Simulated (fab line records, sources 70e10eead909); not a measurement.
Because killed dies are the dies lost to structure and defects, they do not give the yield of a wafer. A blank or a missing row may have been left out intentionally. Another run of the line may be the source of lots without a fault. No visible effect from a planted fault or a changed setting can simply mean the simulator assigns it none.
Chamber matching | flow nand-harc | NHARC_P_GATE_DESCUM_93 on rie-diel-05 has 4 sister chambers
The step chemistry O2, time 3 s. 14 wafers are shown with their chamber, then 7 later ones without.

WAFERS WITH THEIR CHAMBER
wafer  | chamber | showerhead-plenum-p-Torr (Torr) | oes-product-au (a.u.) | rf-vpp-V (V)
L077.1 | 1       | 1.85                            | 1.002                 | 57.5
L077.3 | 0       | 1.94                            | 1.001                 | 57.7
L077.6 | 3       | 1.98                            | 0.992                 | 58.4
L078.1 | 0       | 1.94                            | 1.001                 | 58.2
L078.3 | 1       | 1.85                            | 1.001                 | 58.6
L078.6 | 3       | 1.98                            | 0.982                 | 57.4
L079.1 | 3       | 1.98                            | 0.998                 | 55.9
L079.2 | 1       | 1.85                            | 0.999                 | 58.7
L079.6 | 3       | 1.98                            | 1.005                 | 58.1
L086.3 | 1       | 1.84                            | 1.001                 | 58.2
L086.4 | 3       | 1.97                            | 0.981                 | 57.7
L086.6 | 0       | 1.93                            | 0.981                 | 57.1
L089.3 | 2       | 1.97                            | 0.989                 | 58.1
L089.5 | 0       | 1.93                            | 1.003                 | 58.1

SIGNATURES (means of the wafers above)
reading                  | chamber 0 | chamber 1 | chamber 2 | chamber 3 | scatter within a chamber
showerhead-plenum-p-Torr | 1.9350    | 1.8475    | 1.9700    | 1.9780    | 0.00505
oes-product-au           | 0.99650   | 1.00075   | 0.98900   | 0.99160   | 0.00868
rf-vpp-V                 | 57.775    | 58.250    | 58.100    | 57.500    | 0.736
Rule: a wafer's distance from a chamber is the root of the sum, over the readings, of the square of ((its reading less the chamber's mean) divided by the reading's scatter). If the next closest chamber is less than 2 further off than the closest, the wafer can't be placed; otherwise it belongs to the closest. The scatter is the square root of a quotient: the sum, over the shown wafers, of each reading's squared deviation from its chamber's mean, divided by wafers minus chambers.

WAFERS WITHOUT THEIR CHAMBER
wafer  | showerhead-plenum-p-Torr (Torr) | oes-product-au (a.u.) | rf-vpp-V (V)
L089.6 | 1.97                            | 0.980                 | 56.1
L093.2 | 1.97                            | 0.999                 | 56.8
L093.3 | 1.93                            | 1.001                 | 58.1
L093.6 | 1.93                            | 1.007                 | 56.3
L094.2 | 1.93                            | 1.008                 | 57.3
L094.3 | 1.84                            | 0.993                 | 56.1
L094.5 | 1.84                            | 1.012                 | 57.0

CHAMBER TAKEN BY EACH
wafer  | from the rows above     | in truth
L089.6 | can't be placed: 3 or 2 | 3
L093.2 | can't be placed: 3 or 2 | 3
L093.3 | 0                       | 0
L093.6 | 0                       | 0
L094.2 | 0                       | 0
L094.3 | 1                       | 1
L094.5 | 1                       | 1
5 of 7 placed correctly. From these rows, 2 cannot be placed; in 2 the true chamber is one of the candidates. Wrongly placed: 0.
